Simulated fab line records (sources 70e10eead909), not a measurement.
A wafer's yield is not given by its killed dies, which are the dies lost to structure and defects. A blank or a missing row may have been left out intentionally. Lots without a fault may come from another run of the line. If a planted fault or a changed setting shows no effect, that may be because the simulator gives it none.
Chamber matching | flow nandHarc | NHARC_A_ZERO_WELL_ETCH_19 on rieDiel-12 has 4 sister chambers
The step etches the open film in N2/H2, target depth 80 nm, overetch 24 nm, time 87.88 s. 4 wafers are shown with their chamber, then 7 later ones without.

== WAFERS PAIRED WITH THEIR CHAMBERS ==
wafer  | chamber | showerheadPlenumPTorr (Torr)
L984.3 | 3       | 1.90
L985.6 | 1       | 2.14
L986.1 | 0       | 2.05
L986.4 | 2       | 2.08

== WAFERS WITHOUT THEIR CHAMBER ==
wafer  | showerheadPlenumPTorr (Torr)
L986.6 | 2.08
L995.1 | 1.90
L995.2 | 2.08
L995.4 | 2.14
L996.2 | 2.14
L996.3 | 2.08
L996.6 | 2.04

== THE CHAMBER EACH PASSED THROUGH ==
wafer  | from the rows above | in truth
L986.6 | 2                   | 2
L995.1 | 3                   | 3
L995.2 | 2                   | 2
L995.4 | 1                   | 1
L996.2 | 1                   | 1
L996.3 | 2                   | 2
L996.6 | 0                   | 0
Correct placement for 7 of the 7. Can't be placed from these rows: 0. 0 placed wrongly.
How it was worked out, from the rows above alone: a wafer's distance from a chamber is the root of the sum, over the readings, of the square of ((its reading less the chamber's mean) divided by the reading's scatter). If the next closest chamber is less than 2 further off than the closest, the wafer can't be placed; otherwise it belongs to the closest. The mean given for a chamber averages the wafers shown for that chamber. The scatter: with one shown wafer a chamber, the root of the mean of the squares of how far each hidden wafer lies from its nearest shown one.
